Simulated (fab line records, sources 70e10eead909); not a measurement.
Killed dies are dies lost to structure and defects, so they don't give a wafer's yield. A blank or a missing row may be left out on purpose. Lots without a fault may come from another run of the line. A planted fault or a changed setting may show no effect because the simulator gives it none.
fab line records | flow nand_harc
record lots=10 wafers=30 last_day=24
route steps=1159 shown A_BONDPAD@1061 END@1159
lots that met no fault: from a run of the same line without faults
start_h: hours from the record's first day to the start of the lot's first wafer shown | wait_h: hours since the lot's step before | " the same as in the row above | L1.1+2: a row that stands for several wafers | - no value, or no start given | * or withheld: withheld | < > ~ a bound
route shown NAME@n: a module of which the file shows steps, and the number in the route of the first | usual: mean/standard deviation of fault-free wafers | same: alike in all rows | chamber/n: place in a boat | sites: the reading at each site | _std_site: their standard deviation | _edge_site: outer sites' mean less inner sites' | radius_mm: how far each site lies from the wafer's centre | mask NAME#n: copy n | behind: the tool/chamber that last shaped the wafer | hold: why the lot was held/for how many hours/how that ended | device: the transistor (n, p or np) that didn't switch | end of line: the same wafers' tests at the end of the route | a step without rows: its recipe alone | killed: dies lost to structure and defects at the first sort, not the wafer's yield | map: a wafer's dies, x killed, . not, _ none there
set.NAME: the setting as run; set.NAME@STEP: as run at that earlier step | model.NAME: the simulator's own value behind a step, which no gauge read
steps of the route over a sample of lots; a table a step, a row a wafer
services: from which hour (start_h, from the record's first day; less than 0 if before it) a tool's chamber was out of use, for how many hours, and why
## steps
# step NHARC_A_BONDPAD_THK_MEAS_30
# recipe thk_meas_gauge=ellipsometry
# usual thk_nm=200.0/1.5
# columns lot.wafer tool chamber start_h wait_h thk_nm
L819.1 film_metro-01 - 410.27 0.2 198.7
L819.3 " - " " 198.5
L819.6 " - " " 201.8
L820.2 film_metro-01 - 411.14 0.2 201.0
L820.3 " - " " 200.1
L820.5 " - " " 200.1
L822.3 film_metro-02 - 413.32 0.2 199.4
L822.5 " - " " 199.2
L822.6 " - " " 198.7
L826.3 film_metro-01 - 459.85 0.2 198.0
L826.4 " - " " 198.5
L826.6 " - " " 198.7
L831.2 film_metro-02 - 478.25 0.2 199.6
L831.3 " - " " 198.9
L831.5 " - " " 200.3
L833.3 film_metro-01 - 487.73 0.2 199.3
L833.4 " - " " 201.3
L833.5 " - " " 200.5
L834.1 film_metro-02 - 499.02 0.2 200.8
L834.2 " - " " 200.9
L834.3 " - " " 201.3
L837.2 film_metro-02 - 518.50 0.2 202.3
L837.3 " - " " 199.5
L837.6 " - " " 198.8
L841.2 film_metro-01 - 539.10 0.2 197.9
L841.3 " - " " 198.3
L841.6 " - " " 199.6
L840.1 film_metro-02 - 543.60 0.2 200.2
L840.3 " - " " 199.3
L840.4 " - " " 198.8
# step NHARC_A_BONDPAD_ETCH_34
# recipe target_depth_a=600 overetch_a=180 time_s=65.91 ion_energy_ev=200 n2_flow_sccm=150 h2_flow_sccm=150 ar_flow_sccm=0 rf_w=400 bias_w=150 chemistry=N2/H2
# usual drypump_motor_current_A=5.9/0.49 oes_product_au=0.997/0.0082 rf_vpp_V=432.2/2.5 showerhead_plenum_p_Torr=2.10/0.083 throttle_valve_pct=14.171/0.0092
# columns lot.wafer tool chamber start_h wait_h drypump_motor_current_A oes_product_au rf_hours_counter_h rf_vpp_V showerhead_plenum_p_Torr throttle_valve_pct
L819.3 rie_diel-06 3 411.01 0.1 5.8 1.006 5 433.3 2.14 14.181
L819.1 " 0 " " 5.8 1.002 6 434.4 2.15 14.175
L819.6 " 3 " " 5.8 1.010 - 433.3 2.14 14.163
L820.3 rie_diel-02 3 411.88 0.1 5.8 1.003 16 435.3 2.13 14.177
L820.2 " 1 " " 4.9 1.000 13 430.7 2.08 14.172
L820.5 " 2 " " 5.5 0.999 - 426.6 1.90 14.191
L822.3 rie_diel-06 2 414.09 0.1 6.0 0.994 6 431.1 2.06 14.176
L822.5 " 1 " " 6.6 0.989 - 433.0 2.16 14.181
L822.6 " 2 " " 6.0 0.986 - 431.8 2.06 14.176
L826.3 rie_diel-06 1 460.58 0.1 6.5 0.998 1 433.0 2.16 14.186
L826.4 " 0 " " 5.8 1.007 1 432.5 2.15 14.167
L826.6 " 1 " " 6.5 0.998 - 433.9 2.16 14.171
L831.3 rie_diel-11 1 479.14 0.1 6.4 0.999 44 426.3 1.91 14.178
L831.2 " 3 " " 6.0 1.002 37 435.1 2.16 14.194
L831.5 " 2 " " 4.9 0.997 - 431.3 2.12 14.170
L833.3 rie_diel-06 0 488.50 0.1 5.8 1.007 2 434.2 2.15 14.171
L833.5 " 2 " " 6.0 0.971 - 429.8 2.06 14.182
L833.4 " 0 " " 5.8 1.000 - 434.5 2.15 14.167
L834.3 rie_diel-11 3 499.76 0.1 5.9 1.003 42 434.6 2.16 14.162
L834.1 " 0 " " 5.1 0.997 47 434.9 2.20 14.170
L834.2 " 1 " " 6.3 1.005 50 426.7 1.90 14.171
L837.3 rie_diel-06 0 519.37 0.1 5.8 1.014 3 435.1 2.15 14.164
L837.2 " 3 " " 5.8 1.004 2 434.2 2.14 14.166
L837.6 " 0 " " 5.8 1.005 - 433.2 2.15 14.179
L841.2 rie_diel-02 2 539.96 0.1 5.5 0.994 5 427.0 1.89 14.175
L841.3 " 1 " " 4.9 0.985 6 432.1 2.07 14.165
L841.6 " 2 " " 5.5 0.995 - 426.3 1.89 14.162
L840.1 rie_diel-02 3 544.36 0.1 5.8 0.997 5 432.2 2.12 14.166
L840.4 " 0 " " 6.3 0.993 5 434.1 2.15 14.180
L840.3 " 2 " " 5.5 0.995 5 426.6 1.89 14.167
# step NHARC_A_BONDPAD_STRIP_15
# recipe o2_flow_sccm=500 ar_flow_sccm=0 bias_w=0 chemistry=O2
# usual drypump_motor_current_A=5.9/0.45 oes_product_au=0.999/0.0076 rf_vpp_V=58.1/0.96 showerhead_plenum_p_Torr=3.64/0.11 throttle_valve_pct=17.037/0.0088
# columns lot.wafer tool chamber start_h wait_h drypump_motor_current_A oes_product_au rf_hours_counter_h rf_vpp_V showerhead_plenum_p_Torr throttle_valve_pct
L819.3 rie_diel-06 0 411.33 0.1 5.8 0.992 6 58.5 3.71 17.042
L819.1 " 2 " " 6.0 0.985 6 58.5 3.56 17.057
L819.6 " 1 " " 6.6 0.982 - 57.1 3.71 17.035
L820.3 rie_diel-06 1 412.18 0.1 6.6 0.991 5 57.4 3.71 17.029
L820.2 " 2 " " 6.0 0.982 6 56.4 3.56 17.050
L820.5 " 2 " " 6.0 0.990 - 58.6 3.56 17.034
L822.3 rie_diel-06 0 414.39 0.1 5.8 1.000 6 59.8 3.71 17.043
L822.5 " 0 " " 5.8 1.004 - 58.0 3.71 17.021
L822.6 " 1 " " 6.6 0.992 - 58.5 3.71 17.038
L826.4 rie_diel-06 0 460.89 0.1 5.8 1.009 1 58.0 3.71 17.027
L826.3 " 2 " " 6.0 0.981 1 56.4 3.56 17.029
L826.6 " 0 " " 5.8 1.002 - 57.4 3.70 17.043
L831.3 rie_diel-11 3 479.45 0.1 6.0 1.010 37 60.1 3.71 17.034
L831.2 " 2 " " 4.8 1.004 42 57.5 3.65 17.034
L831.5 " 0 " " 5.1 1.015 - 58.7 3.78 17.037
L833.4 rie_diel-02 2 488.85 0.1 5.5 1.003 31 56.9 3.29 17.043
L833.3 " 3 " " 5.8 0.992 31 58.9 3.66 17.028
L833.5 " 0 " " 6.3 1.000 - 58.0 3.70 17.038
L834.2 rie_diel-06 0 500.08 0.1 5.8 1.013 3 59.6 3.70 17.041
L834.1 " 1 " " 6.6 1.007 3 60.1 3.71 17.027
L834.3 " 2 " " 6.0 0.987 2 57.0 3.56 17.029
L837.2 rie_diel-06 2 519.71 0.1 6.0 0.993 3 57.5 3.56 17.027
L837.3 " 3 " " 5.9 1.000 2 57.3 3.68 17.036
L837.6 " 0 " " 5.8 0.999 - 58.2 3.70 17.037
L841.2 rie_diel-02 0 540.29 0.1 6.3 0.989 5 58.0 3.70 17.025
L841.3 " 1 " " 4.9 0.995 6 57.2 3.58 17.040
L841.6 " 3 " " 5.8 0.990 - 59.5 3.65 17.030
L840.1 rie_diel-02 2 544.82 0.1 5.5 1.004 6 57.4 3.29 17.027
L840.3 " 3 " " 5.8 0.998 5 59.7 3.65 17.028
L840.4 " 0 " " 6.3 0.992 5 58.8 3.70 17.037
# step NHARC_A_BONDPAD_CMP_19
# recipe t_overpolish_s=30 cu_recess_touch_s=16 target_thk_nm=169.8
# usual cu_recess_touch_s=16/0 edge_zone_pressure_frac=1.000/0.0051 motor_current_A=12.1/1.3 overpolish_run_s=30.001/0.0085 slurry_flow_ml_min=150.0/0.47
# columns lot.wafer tool chamber start_h wait_h cu_recess_touch_s edge_zone_pressure_frac motor_current_A overpolish_run_s slurry_flow_ml_min
L819.3 cmp-04 0 412.99 - 16 0.995 12.9 30.015 149.4
L819.1 " 3 " " 16 0.985 11.3 30.003 150.4
L819.6 " 1 " " 16 0.995 11.2 29.998 150.0
L820.2 cmp-04 0 413.87 - - - - - -
L820.3 " 1 " " - - - - -
L820.5 " 3 " " - - - - -
L822.3 cmp-04 2 416.71 - - - - - -
L822.5 " 2 " " - - - - -
L822.6 " 3 " " - - - - -
L826.3 cmp-01 0 462.51 - 16 1.015 11.9 30.012 150.3
L826.4 " 3 " " 16 1.002 13.0 29.981 149.7
L826.6 " 1 " " 16 1.005 10.7 30.000 150.8
L831.2 cmp-04 0 481.38 - 16 1.008 12.5 30.016 150.0
L831.3 " 2 " " 16 0.997 13.6 30.004 149.3
L831.5 " 0 " " 16 1.000 13.2 29.994 149.4
L833.3 cmp-04 2 490.49 - 16 1.006 14.3 29.991 150.0
L833.4 " 0 " " 16 1.002 13.1 30.011 149.9
L833.5 " 2 " " 16 1.002 14.2 30.005 149.7
L834.1 cmp-04 3 502.56 - 16 1.006 10.5 29.999 149.7
L834.3 " 1 " " 16 1.000 11.6 30.018 150.4
L834.2 " 2 " " 16 1.000 13.9 30.011 149.5
L837.3 cmp-01 2 521.88 - 16 0.996 10.8 30.010 150.1
L837.2 " 3 " " 16 0.998 13.6 30.001 150.0
L837.6 " 2 " " 16 0.991 11.0 30.006 150.3
L841.3 cmp-04 2 541.91 - 16 0.993 13.4 29.993 150.5
L841.2 " 0 " " 16 0.993 13.2 29.997 150.2
L841.6 " 2 " " 16 0.994 14.3 29.992 150.6
L840.4 cmp-01 0 546.65 - 16 0.998 11.4 30.015 150.1
L840.3 " 1 " " 16 0.997 10.9 30.005 150.5
L840.1 " 2 " " 16 1.006 11.7 30.006 149.3
# step NHARC_A_BONDPAD_THK_MEAS_20
# recipe thk_meas_gauge=xrf
# usual thk_nm=169.7/1.4
# columns lot.wafer tool chamber start_h wait_h thk_nm
L819.1 film_metro-01 - 413.31 - 170.0
L819.3 " - " " 168.6
L819.6 " - " " 167.1
L820.2 film_metro-01 - 414.14 0.2 404.5
L820.3 " - " " 402.2
L820.5 " - " " 405.7
L822.3 film_metro-02 - 417.03 0.3 405.3
L822.5 " - " " 404.7
L822.6 " - " " 402.2
L826.3 film_metro-01 - 462.84 - 170.0
L826.4 " - " " 171.1
L826.6 " - " " 169.7
L831.2 film_metro-01 - 481.70 - 172.4
L831.3 " - " " 170.8
L831.5 " - " " 172.1
L833.3 film_metro-02 - 490.81 - 171.1
L833.4 " - " " 171.1
L833.5 " - " " 171.1
L834.1 film_metro-02 - 502.89 - 169.2
L834.2 " - " " 168.1
L834.3 " - " " 167.9
L837.2 film_metro-02 - 522.20 - 169.4
L837.3 " - " " 169.0
L837.6 " - " " 169.6
L841.2 film_metro-02 - 542.23 - 169.4
L841.3 " - " " 168.8
L841.6 " - " " 169.0
L840.1 film_metro-01 - 546.97 - 169.1
L840.3 " - " " 170.0
L840.4 " - " " 168.7
# step NHARC_A_BONDPAD_INSPECT_23
# usual raw_defect_count=431/120
# columns lot.wafer tool chamber start_h wait_h raw_defect_count
L819.1 defect_inspect-01 - 413.54 0.0 394
L819.3 " - " " 405
L819.6 " - " " 425
L820.2 defect_inspect-02 - 414.39 0.1 3215
L820.3 " - " " 3303
L820.5 " - " " 3364
L822.3 defect_inspect-02 - 417.24 0.0 3210
L822.5 " - " " 3274
L822.6 " - " " 3239
L826.3 defect_inspect-02 - 463.06 0.0 505
L826.4 " - " " 432
L826.6 " - " " 435
L831.2 defect_inspect-01 - 481.92 0.0 416
L831.3 " - " " 325
L831.5 " - " " 298
L833.3 defect_inspect-02 - 491.04 0.0 627
L833.4 " - " " 626
L833.5 " - " " 346
L834.1 defect_inspect-02 - 503.09 0.0 522
L834.2 " - " " 438
L834.3 " - " " 481
L837.2 defect_inspect-02 - 522.43 0.0 527
L837.3 " - " " 324
L837.6 " - " " 417
L841.2 defect_inspect-02 - 542.43 0.0 423
L841.3 " - " " 445
L841.6 " - " " 380
L840.1 defect_inspect-01 - 547.18 0.0 464
L840.3 " - " " 328
L840.4 " - " " 392
# step NHARC_END_SORT_01
# recipe temp_c=25
# usual defect_limited_yield=95.1/1.6 killed_at_array=29/11 killed_at_other=0.6/0.92 killed_at_periphery=3.2/2 killed_dies=33/11 killed_open=3.2/2 killed_short=1.9/1.5 sort_bin_2_pct=1.6/0.67 sort_bin_3_pct=0.26/0.22 sort_bin_4_pct=3.1/1.1 sort_n_pass=644/11 sort_rim_yield_pct=96.3/2.5 sort_yield_pct=95.1/1.6
# same gross_dies=677 sort_bin_5_pct[%]=0 sort_bin_6_pct[%]=0 sort_bin_7_pct[%]=0 sort_bin_8_pct[%]=0 sort_rim_n_gross=106.00
# columns lot.wafer tool chamber start_h wait_h defect_limited_yield[%] killed_at_array killed_at_other killed_at_periphery killed_dies killed_open killed_short sort_bin_2_pct[%] sort_bin_3_pct[%] sort_bin_4_pct[%] sort_n_pass sort_rim_yield_pct[%] sort_yield_pct[%]
L822.3 prober-01 0 455.35 3.1 0 674 2 1 677 4 1 1.5 96.31 2.2 0 0 0
L822.5 prober-01 0 456.93 3.7 0 675 0 2 677 5 2 0.7 97.05 2.2 0 0 0
L822.6 prober-01 0 457.72 3.9 0 677 0 0 677 2 2 1.0 96.75 2.2 0 0 0
L820.2 prober-02 0 460.25 2.8 0 675 0 2 677 1 1 0.9 96.90 2.2 0 0 0
L820.3 prober-02 0 461.03 3.1 0 674 0 3 677 3 1 0.7 96.16 3.1 0 0 0
L820.5 prober-02 0 462.61 3.7 0 677 0 0 677 4 3 1.2 96.90 1.9 0 0 0
L834.1 prober-02 0 533.71 2.5 94.2 36 2 1 39 2 3 1.0 0.89 3.8 638 97.2 94.2
L834.2 prober-02 0 534.52 2.8 95.3 30 1 1 32 2 3 1.8 0.15 2.8 645 98.1 95.3
L834.3 prober-02 0 535.33 3.1 96.0 25 1 1 27 0 1 1.5 0 2.5 650 99.1 96.0
# killed by level:class
L822.3 A_BONDPAD:area_cmp=649 A_CHANNEL_HOLE_D1:chamber_film_flake=18 STARTING-WAFER:geometric_particle:open=2 A_CHANNEL_FILL_D1:chamber_film_flake=2 A_WL_FILL:chamber_film_flake=2 P_M1:geometric_particle:open=1 A_CHANNEL_FILL_D1:geometric_particle:open=1 A_CONTACT:geometric_particle:short=1
L822.5 A_BONDPAD:area_cmp=656 A_CHANNEL_HOLE_D1:chamber_film_flake=12 A_ONON_D1:geometric_particle:short=2 A_M0:geometric_particle:open=2 P_CONTACT:geometric_particle:open=1 A_CHANNEL_FILL_D1:geometric_particle:open=1 A_CONTACT:geometric_particle:open=1 P_BONDPAD:chamber_film_flake=1
L822.6 A_BONDPAD:area_cmp=654 A_CHANNEL_HOLE_D1:chamber_film_flake=15 A_CHANNEL_FILL_D1:chamber_film_flake=2 A_ONON_D1:geometric_particle:open=1 A_ONON_D1:geometric_particle:short=1 A_CHANNEL_FILL_D1:geometric_particle:short=1 A_CONTACT:geometric_particle:open=1 A_SLIT:chamber_film_flake=1
L820.2 A_BONDPAD:area_cmp=656 A_CHANNEL_HOLE_D1:chamber_film_flake=13 P_STI:chamber_film_flake=2 A_STAIRCASE:chamber_film_flake=2 A_BLC:geometric_particle:open=1 A_M0:geometric_particle:short=1 A_SLIT:chamber_film_flake=1 A_CONTACT:chamber_film_flake=1
L820.3 A_BONDPAD:area_cmp=651 A_CHANNEL_HOLE_D1:chamber_film_flake=11 A_STAIRCASE:chamber_film_flake=4 P_STI:chamber_film_flake=3 A_CONTACT:geometric_particle:open=2 A_ZERO_WELL:chamber_film_flake=2 A_BLC:geometric_particle:short=1 A_M1:geometric_particle:open=1
L820.5 A_BONDPAD:area_cmp=655 A_CHANNEL_HOLE_D1:chamber_film_flake=11 A_CONTACT:geometric_particle:open=2 A_CONTACT:chamber_film_flake=2 A_ONON_D1:geometric_particle:short=1 A_CONTACT:geometric_particle:short=1 A_BLC:geometric_particle:open=1 A_M0:geometric_particle:open=1
L834.1 A_CHANNEL_HOLE_D1:chamber_film_flake=19 A_STAIRCASE:chamber_film_flake=4 A_CONTACT:chamber_film_flake=4 A_CHANNEL_HOLE_D1:geometric_particle:short=2 A_M0:chamber_film_flake=2 THIN_TSV:chamber_film_flake=2 A_ONON_D1:geometric_particle:short=1 A_SGD_CUT:geometric_particle:open=1
L834.2 A_CHANNEL_HOLE_D1:chamber_film_flake=19 A_M0:chamber_film_flake=3 A_SGD_CUT:geometric_particle:short=2 A_STAIRCASE:chamber_film_flake=2 P_M0:geometric_particle:open=1 A_CONTACT:geometric_particle:open=1 A_M1:geometric_particle:short=1 A_CHANNEL_FILL_D1:chamber_film_flake=1
L834.3 A_CHANNEL_HOLE_D1:chamber_film_flake=20 A_STAIRCASE:chamber_film_flake=3 A_ONON_D1:geometric_particle:short=1 P_ZERO_WELL:chamber_film_flake=1 A_CONTACT:chamber_film_flake=1 THIN_TSV:chamber_film_flake=1
## services
# columns tool chamber start_h hours kind
cmp-01 - 387.49 44.4 repair
rie_diel-06 0 397.20 - clean
rie_diel-06 1 397.20 - clean
rie_diel-06 2 397.20 - clean
rie_diel-06 3 397.20 - clean
cmp-04 - 399.00 4.0 pm
rie_diel-06 - 418.20 9.0 pm
cmp-04 - 424.51 1.5 repair
cmp-04 - 446.26 0.6 repair
cmp-01 - 449.32 4.0 repair
cmp-01 - 453.65 1.5 repair
cmp-01 - 473.53 4.0 pm
rie_diel-06 2 476.77 9.8 repair
rie_diel-06 3 486.27 12.7 repair
rie_diel-02 2 490.18 1.7 repair
cmp-04 - 497.04 4.0 pm
rie_diel-02 - 504.79 9.0 pm
rie_diel-11 1 509.97 11.8 repair
rie_diel-02 0 513.83 1.9 repair
cmp-04 - 514.07 4.3 repair
rie_diel-11 0 536.12 7.7 repair
rie_diel-06 - 537.05 15.3 repair
cmp-04 - 543.27 0.8 repair
rie_diel-11 - 543.82 9.0 pm
## key
first_sign step=NHARC_A_BONDPAD_CMP_19 reading=tool_record direction=missing
effect step=NHARC_A_BONDPAD_THK_MEAS_20 reading=thk_nm direction=up sigmas=99+ usual=169.7 struck=404.1
effect step=NHARC_A_BONDPAD_INSPECT_23 reading=raw_defect_count direction=up sigmas=24 usual=431 struck=3268
effect step=NHARC_END_SORT_01 reading=sort_bin_3_pct direction=up sigmas=99+ usual=0.26 struck=96.68
more_kills_born_at NHARC_A_BONDPAD_CMP_19@cmp-04=3921
met_at NHARC_A_BONDPAD_CMP_19
struck_lots L820,L822
later_rows_left_out L820.2,L820.3,L820.5,L822.3,L822.5,L822.6
not_acting_at NHARC_A_BONDPAD_THK_MEAS_30,NHARC_A_BONDPAD_ETCH_34,NHARC_A_BONDPAD_STRIP_15
onset_between 412.99 413.87
fault kind=skipped_step_whole tool=cmp-04 chamber=- onset_h=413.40 steps=NHARC_A_BONDPAD_CMP_19 scope=struck_lots_only
# later_rows_left_out: the simulator's readings of these wafers behind a module that went badly wrong aren't trusted and aren't shown, but for the sort
